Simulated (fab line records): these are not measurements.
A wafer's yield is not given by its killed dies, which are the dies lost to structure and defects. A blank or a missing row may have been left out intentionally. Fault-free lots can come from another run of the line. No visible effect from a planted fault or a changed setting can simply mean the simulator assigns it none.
Which tool is to blame? ; flow nandHarc ; 24 lots, 72 wafers sampled, at 6 steps of a route of 1302

## WHAT THE GAUGES SHOWED, per wafer
The record holds no reading of a measuring or inspecting step that can be judged against a usual standard deviation.

## EACH LOT AND THE TOOL THAT RAN IT (in order: tool; ch and the chambers of the sampled wafers; start)
lot;NHARC_A_CHANNEL_FILL_D2_ALD_15;NHARC_A_STAIRCASE_TRIM_20;NHARC_A_STAIRCASE_ETCH_23;NHARC_A_STAIRCASE_ETCH_27;NHARC_A_STAIRCASE_TRIM_191;NHARC_A_STAIRCASE_TRIM_193
L074;aldSinBatch-02 ch 0, day 15 17:08 or earlier;rieDiel-04 ch 1,2,3, day 15 17:08;rieDiel-04 ch 0,1,2, no start;rieDiel-04 ch 0,1,2, no start;rieDiel-05 ch 0,2,3, no start;rieDiel-05 ch 0,2,3, no start
L075;aldSinBatch-02 ch 0, day 15 17:32 or earlier;rieDiel-01 ch 0,2,3, day 15 17:32;rieDiel-01 ch 2,3, no start;rieDiel-01 ch 0,2,3, no start;rieDiel-05 ch 1,2, no start;rieDiel-05 ch 0,1,2, no start
L076;aldSinBatch-01 ch 0, day 16 16:59 or earlier;rieDiel-01 ch 0,2,3, day 16 16:59;rieDiel-01 ch 1,2,3, no start;rieDiel-01 ch 1,3, no start;rieDiel-05 ch 1,2, no start;rieDiel-05 ch 0,1,2, no start
L077;aldSinBatch-01 ch 0, day 16 17:29 or earlier;rieDiel-01 ch 0,1,3, day 16 17:29;rieDiel-01 ch 0,1,2, no start;rieDiel-01 ch 1,2,3, no start;rieDiel-04 ch 0,2,3, no start;rieDiel-04 ch 0,2,3, no start
L078;aldSinBatch-03 ch 0, day 17 01:58 or earlier;rieDiel-05 ch 0,1,3, day 17 01:58;rieDiel-05 ch 1,2,3, no start;rieDiel-05 ch 1,2,3, no start;rieDiel-05 ch 0,2,3, no start;rieDiel-05 ch 0,1,3, no start
L080;aldSinBatch-02 ch 0, day 18 09:02 or earlier;rieDiel-05 ch 0,1,3, day 18 09:02;rieDiel-05 ch 0,1,3, no start;rieDiel-05 ch 0,1,2, no start;rieDiel-01 ch 1,3, no start;rieDiel-01 ch 0,1,3, no start
L081;aldSinBatch-02 ch 0, day 18 08:27 or earlier;rieDiel-01 ch 1,2, day 18 08:27;rieDiel-01 ch 1,2,3, no start;rieDiel-01 ch 0,2,3, no start;rieDiel-01 ch 0,3, no start;rieDiel-01 ch 0,1,3, no start
L079;aldSinBatch-01 ch 0, day 18 14:41 or earlier;rieDiel-05 ch 1,2, day 18 14:41;rieDiel-05 ch 0,1, no start;rieDiel-05 ch 0,2,3, no start;rieDiel-05 ch 1,3, no start;rieDiel-05 ch 0,2, no start
L082;aldSinBatch-02 ch 0, day 19 16:59 or earlier;rieDiel-05 ch 2,3, day 19 16:59;rieDiel-05 ch 1,2, no start;rieDiel-05 ch 0,1, no start;rieDiel-01 ch 0,3, no start;rieDiel-01 ch 1,3, no start
L083;aldSinBatch-02 ch 0, day 19 17:03 or earlier;rieDiel-01 ch 1,2,3, day 19 17:03;rieDiel-01 ch 1,2,3, no start;rieDiel-01 ch 0,3, no start;rieDiel-01 ch 1,2, no start;rieDiel-01 ch 1,2,3, no start
L084;aldSinBatch-02 ch 0, day 20 03:37 or earlier;rieDiel-04 ch 2,3, day 20 03:37;rieDiel-04 ch 0,2, no start;rieDiel-04 ch 1,3, no start;rieDiel-05 ch 0,1,3, no start;rieDiel-05 ch 0,2,3, no start
L085;aldSinBatch-02 ch 0, day 20 03:28 or earlier;rieDiel-04 ch 0,1, day 20 03:28;rieDiel-04 ch 1,2,3, no start;rieDiel-04 ch 1,2,3, no start;rieDiel-01 ch 2,3, no start;rieDiel-01 ch 0,3, no start
L086;aldSinBatch-02 ch 0, day 20 13:42 or earlier;rieDiel-04 ch 0,1, day 20 13:42;rieDiel-04 ch 0,3, no start;rieDiel-04 ch 1,2, no start;rieDiel-01 ch 0,3, no start;rieDiel-01 ch 2,3, no start
L087;aldSinBatch-03 ch 0, day 21 12:50 or earlier;rieDiel-05 ch 2,3, day 21 12:50;rieDiel-05 ch 2,3, no start;rieDiel-05 ch 1,2, no start;rieDiel-04 ch 0,2,3, no start;rieDiel-04 ch 0,2,3, no start
L088;aldSinBatch-03 ch 0, day 21 12:47 or earlier;rieDiel-01 ch 0,1,3, day 21 12:47;rieDiel-01 ch 1,2,3, no start;rieDiel-01 ch 0,1,2, no start;rieDiel-01 ch 0,1,3, no start;rieDiel-01 ch 0,1,2, no start
L089;aldSinBatch-03 ch 0, day 21 15:11 or earlier;rieDiel-05 ch 1,2,3, day 21 15:11;rieDiel-05 ch 0,1, no start;rieDiel-05 ch 1,2,3, no start;rieDiel-05 ch 0,1,3, no start;rieDiel-05 ch 0,1,3, no start
L090;aldSinBatch-02 ch 0, day 22 05:50 or earlier;rieDiel-01 ch 0,2,3, day 22 05:50;rieDiel-01 ch 0,2,3, no start;rieDiel-01 ch 2,3, no start;rieDiel-01 ch 0,3, no start;rieDiel-01 ch 0,2,3, no start
L091;aldSinBatch-01 ch 0, day 22 17:54 or earlier;rieDiel-04 ch 0,1,3, day 22 17:54;rieDiel-04 ch 1,2,3, no start;rieDiel-04 ch 1,2,3, no start;rieDiel-05 ch 0,1, no start;rieDiel-05 ch 0,1, no start
L093;aldSinBatch-02 ch 0, day 23 11:13 or earlier;rieDiel-01 ch 0,1,2, day 23 11:13;rieDiel-01 ch 0,3, no start;rieDiel-01 ch 0,3, no start;rieDiel-05 ch 1,2,3, no start;rieDiel-05 ch 1,3, no start
L092;aldSinBatch-01 ch 0, day 23 16:57 or earlier;rieDiel-01 ch 0,2, day 23 16:57;rieDiel-01 ch 0,3, no start;rieDiel-01 ch 0,2, no start;rieDiel-01 ch 2,3, no start;rieDiel-01 ch 0,2,3, no start
L094;aldSinBatch-02 ch 0, day 24 00:29 or earlier;rieDiel-05 ch 0,1,2, day 24 00:29;rieDiel-05 ch 0,2,3, no start;rieDiel-05 ch 0,2,3, no start;rieDiel-01 ch 0,1,2, no start;rieDiel-01 ch 0,1,2, no start
L095;aldSinBatch-03 ch 0, day 25 00:27 or earlier;rieDiel-04 ch 0,2,3, day 25 00:27;rieDiel-04 ch 0,1,2, no start;rieDiel-04 ch 2,3, no start;rieDiel-01 ch 0,1,3, no start;rieDiel-01 ch 0,1,2, no start
L096;aldSinBatch-02 ch 0, day 25 03:19 or earlier;rieDiel-05 ch 0,1, day 25 03:19;rieDiel-05 ch 0,1,2, no start;rieDiel-05 ch 0,1,3, no start;rieDiel-05 ch 0,1,3, no start;rieDiel-05 ch 0,1, no start
L097;aldSinBatch-01 ch 0, day 25 12:09 or earlier;rieDiel-01 ch 0,2,3, day 25 12:09;rieDiel-01 ch 0,2,3, no start;rieDiel-01 ch 2,3, no start;rieDiel-01 ch 0,2,3, no start;rieDiel-01 ch 0,2,3, no start
- NHARC_A_CHANNEL_FILL_D2_ALD_15: deposits SiNx, target thk 2 nm, pulse time 60 s, ald cycles 19.
- NHARC_A_STAIRCASE_TRIM_20: chemistry O2, time 211.2 s.
- NHARC_A_STAIRCASE_ETCH_23: etches the open film in C4F8/O2, target depth 100 nm, time 40.5 s.
- NHARC_A_STAIRCASE_ETCH_27: etches the open film in C4F8/O2, target depth 100 nm, time 40.5 s.
- NHARC_A_STAIRCASE_TRIM_191: chemistry O2, time 211.2 s.
- NHARC_A_STAIRCASE_TRIM_193: chemistry O2, time 211.2 s.

## AS READ BY THE TOOLS THEMSELVES (means over the sampled wafers that have a number; for cases with no such wafer, the mark the record gives instead)
NHARC_A_CHANNEL_FILL_D2_ALD_15. Usual: precursorPulseHeightRel 0.999, standard deviation 0.019.
lot;tool;precursorPulseHeightRel;flag
L074;aldSinBatch-02;0.998;
L075;aldSinBatch-02;1.001;
L076;aldSinBatch-01;1.010;
L077;aldSinBatch-01;0.986;
L078;aldSinBatch-03;1.009;
L080;aldSinBatch-02;0.997;
L081;aldSinBatch-02;0.997;
L079;aldSinBatch-01;1.013;
L082;aldSinBatch-02;0.973;
L083;aldSinBatch-02;1.014;
L084;aldSinBatch-02;0.996;
L085;aldSinBatch-02;0.994;
L086;aldSinBatch-02;0.988;
L087;aldSinBatch-03;1.014;
L088;aldSinBatch-03;1.008;
L089;aldSinBatch-03;0.995;
L090;aldSinBatch-02;1.003;
L091;aldSinBatch-01;1.015;
L093;aldSinBatch-02;1.001;
L092;aldSinBatch-01;1.031;
L094;aldSinBatch-02;0.992;
L095;aldSinBatch-03;0.997;
L096;aldSinBatch-02;0.991;
L097;aldSinBatch-01;0.999;

NHARC_A_STAIRCASE_TRIM_20. Usual: drypumpMotorCurrentA 5.9 A, standard deviation 0.54; oesProductAu 1.000 a.u., standard deviation 0.011; rfVppV 57.6 V, standard deviation 0.77; showerheadPlenumPTorr 3.47 Torr, standard deviation 0.13; throttleValvePct 17.038 %, standard deviation 0.0094.
lot;tool;drypumpMotorCurrentA (A);oesProductAu (a.u.);rfVppV (V);showerheadPlenumPTorr (Torr);throttleValvePct (%);flag
L074;rieDiel-04;5.8;1.000;57.8;3.44;17.041;
L075;rieDiel-01;6.4;1.008;57.4;3.43;17.044;
L076;rieDiel-01;6.4;0.989;57.9;3.43;17.048;
L077;rieDiel-01;6.4;1.001;56.9;3.44;17.039;
L078;rieDiel-05;5.4;1.009;57.8;3.53;17.042;
L080;rieDiel-05;5.4;0.992;58.6;3.53;17.047;
L081;rieDiel-01;6.1;1.007;56.9;3.49;17.041;
L079;rieDiel-05;5.2;0.996;58.8;3.51;17.044;
L082;rieDiel-05;5.4;0.993;57.5;3.50;17.039;
L083;rieDiel-01;6.2;1.006;57.5;3.48;17.046;
L084;rieDiel-04;6.1;0.978;58.2;3.72;17.037;
L085;rieDiel-04;5.5;1.006;57.9;3.44;17.033;
L086;rieDiel-04;5.5;0.991;57.6;3.44;17.035;
L087;rieDiel-05;5.6;1.000;57.8;3.39;17.038;
L088;rieDiel-01;6.4;1.010;57.4;3.43;17.035;
L089;rieDiel-05;5.3;0.996;58.1;3.49;17.031;
L090;rieDiel-01;6.4;1.002;57.9;3.41;17.028;
L091;rieDiel-04;5.9;0.996;56.5;3.55;17.034;
L093;rieDiel-01;6.3;1.005;56.6;3.41;17.031;
L092;rieDiel-01;6.5;1.000;57.7;3.36;17.037;
L094;rieDiel-05;5.5;1.002;57.2;3.39;17.045;
L095;rieDiel-04;5.7;1.003;57.5;3.59;17.041;
L096;rieDiel-05;5.6;0.996;57.4;3.40;17.028;
L097;rieDiel-01;6.4;1.003;57.7;3.40;17.041;

NHARC_A_STAIRCASE_ETCH_23. Usual: oesProductAu 0.945 a.u., standard deviation 0.013; rfVppV 894 V, standard deviation 4.6.
lot;tool;oesProductAu (a.u.);rfVppV (V);flag
L074;rieDiel-04;0.941;895;
L075;rieDiel-01;0.952;895;
L076;rieDiel-01;0.942;894;
L077;rieDiel-01;0.934;892;
L078;rieDiel-05;0.946;894;
L080;rieDiel-05;0.945;896;
L081;rieDiel-01;0.951;894;
L079;rieDiel-05;0.933;895;
L082;rieDiel-05;0.954;891;
L083;rieDiel-01;0.955;896;
L084;rieDiel-04;0.934;896;
L085;rieDiel-04;0.943;899;
L086;rieDiel-04;0.936;897;
L087;rieDiel-05;0.934;895;
L088;rieDiel-01;0.948;894;
L089;rieDiel-05;0.963;892;
L090;rieDiel-01;0.951;892;
L091;rieDiel-04;0.931;898;
L093;rieDiel-01;0.951;891;
L092;rieDiel-01;0.954;892;
L094;rieDiel-05;0.961;891;
L095;rieDiel-04;0.942;893;
L096;rieDiel-05;0.949;891;
L097;rieDiel-01;0.949;891;

NHARC_A_STAIRCASE_ETCH_27. Usual: oesProductAu 0.944 a.u., standard deviation 0.012; rfVppV 894 V, standard deviation 4.6.
lot;tool;oesProductAu (a.u.);rfVppV (V);flag
L074;rieDiel-04;0.938;894;
L075;rieDiel-01;0.954;892;
L076;rieDiel-01;0.936;895;
L077;rieDiel-01;0.938;895;
L078;rieDiel-05;0.940;895;
L080;rieDiel-05;0.944;892;
L081;rieDiel-01;0.955;892;
L079;rieDiel-05;0.944;892;
L082;rieDiel-05;0.934;891;
L083;rieDiel-01;0.951;892;
L084;rieDiel-04;0.938;896;
L085;rieDiel-04;0.938;897;
L086;rieDiel-04;0.950;896;
L087;rieDiel-05;0.948;895;
L088;rieDiel-01;0.951;893;
L089;rieDiel-05;0.938;895;
L090;rieDiel-01;0.950;893;
L091;rieDiel-04;0.946;898;
L093;rieDiel-01;0.946;892;
L092;rieDiel-01;0.950;889;
L094;rieDiel-05;0.950;892;
L095;rieDiel-04;0.945;902;
L096;rieDiel-05;0.943;895;
L097;rieDiel-01;0.948;894;

NHARC_A_STAIRCASE_TRIM_191. Usual: drypumpMotorCurrentA 5.9 A, standard deviation 0.55; oesProductAu 1.001 a.u., standard deviation 0.01; rfVppV 57.5 V, standard deviation 0.86; showerheadPlenumPTorr 3.46 Torr, standard deviation 0.12; throttleValvePct 17.037 %, standard deviation 0.0087.
lot;tool;drypumpMotorCurrentA (A);oesProductAu (a.u.);rfVppV (V);showerheadPlenumPTorr (Torr);throttleValvePct (%);flag
L074;rieDiel-05;5.6;1.004;57.6;3.43;17.052;
L075;rieDiel-05;5.2;1.012;57.9;3.52;17.037;
L076;rieDiel-05;5.2;1.001;57.6;3.51;17.036;
L077;rieDiel-04;5.8;0.998;58.2;3.62;17.034;
L078;rieDiel-05;5.7;0.996;57.5;3.42;17.018;
L080;rieDiel-01;6.2;1.002;58.3;3.49;17.042;
L081;rieDiel-01;6.6;1.005;58.2;3.38;17.041;
L079;rieDiel-05;5.0;0.999;56.8;3.61;17.025;
L082;rieDiel-01;6.6;1.013;57.4;3.37;17.044;
L083;rieDiel-01;6.1;1.007;57.2;3.49;17.039;
L084;rieDiel-05;5.4;0.993;57.2;3.52;17.030;
L085;rieDiel-01;6.3;1.013;58.4;3.48;17.031;
L086;rieDiel-01;6.5;1.018;57.1;3.43;17.039;
L087;rieDiel-04;5.8;0.991;58.3;3.60;17.041;
L088;rieDiel-01;6.4;1.000;57.6;3.43;17.029;
L089;rieDiel-05;5.4;0.994;57.4;3.51;17.029;
L090;rieDiel-01;6.6;1.003;57.2;3.36;17.041;
L091;rieDiel-05;5.3;0.993;57.1;3.50;17.043;
L093;rieDiel-05;5.3;0.984;57.3;3.48;17.045;
L092;rieDiel-01;6.2;0.997;57.4;3.46;17.039;
L094;rieDiel-01;6.3;0.998;58.2;3.41;17.035;
L095;rieDiel-01;6.4;1.001;57.4;3.42;17.037;
L096;rieDiel-05;5.4;0.990;57.1;3.49;17.036;
L097;rieDiel-01;6.4;0.997;57.5;3.40;17.037;

NHARC_A_STAIRCASE_TRIM_193. Usual: drypumpMotorCurrentA 5.9 A, standard deviation 0.55; oesProductAu 1.001 a.u., standard deviation 0.0091; rfVppV 57.7 V, standard deviation 0.89; showerheadPlenumPTorr 3.45 Torr, standard deviation 0.12; throttleValvePct 17.037 %, standard deviation 0.0095.
lot;tool;drypumpMotorCurrentA (A);oesProductAu (a.u.);rfVppV (V);showerheadPlenumPTorr (Torr);throttleValvePct (%);flag
L074;rieDiel-05;5.7;1.002;57.4;3.43;17.033;
L075;rieDiel-05;5.5;1.006;57.8;3.43;17.043;
L076;rieDiel-05;5.5;1.004;56.5;3.42;17.040;
L077;rieDiel-04;5.8;0.995;57.9;3.62;17.036;
L078;rieDiel-05;5.4;1.002;57.7;3.53;17.041;
L080;rieDiel-01;6.4;1.003;57.8;3.44;17.037;
L081;rieDiel-01;6.4;0.998;57.0;3.44;17.042;
L079;rieDiel-05;5.8;0.998;57.5;3.31;17.033;
L082;rieDiel-01;6.3;1.013;57.6;3.49;17.035;
L083;rieDiel-01;6.2;1.008;57.0;3.48;17.030;
L084;rieDiel-05;5.7;1.001;57.9;3.41;17.031;
L085;rieDiel-01;6.4;1.011;58.5;3.43;17.036;
L086;rieDiel-01;6.2;1.003;57.7;3.47;17.033;
L087;rieDiel-04;5.8;0.996;58.7;3.60;17.032;
L088;rieDiel-01;6.3;1.000;58.9;3.42;17.034;
L089;rieDiel-05;5.4;0.993;57.6;3.51;17.029;
L090;rieDiel-01;6.4;1.012;58.4;3.41;17.040;
L091;rieDiel-05;5.6;0.995;58.2;3.42;17.035;
L093;rieDiel-05;5.2;0.989;58.3;3.59;17.030;
L092;rieDiel-01;6.4;0.998;57.3;3.41;17.027;
L094;rieDiel-01;6.3;0.998;58.1;3.41;17.042;
L095;rieDiel-01;6.3;0.994;57.1;3.41;17.038;
L096;rieDiel-05;5.6;0.995;58.1;3.40;17.045;
L097;rieDiel-01;6.4;0.993;57.4;3.40;17.048;

## THE ANSWER, worked out from the rows above alone
Rule: take the mean of a lot's wafers that have a number; if it is more than 3 standard deviations from the usual mean, the lot is off. Also off: a lot with no number at a reading for which 4 or more lots have one. Any other lot the step has rows for is counted as sound. First the gauges in route order, then the tools' own readings, where a lot's mean is used as printed above. The first step at which some lot is off is used, and at that step the reading that is off furthest; a lot without a number counts as furthest.
None of the lots is off at any reading shown; this tells nothing.

## WHAT WAS PUT IN BY THE SIMULATOR
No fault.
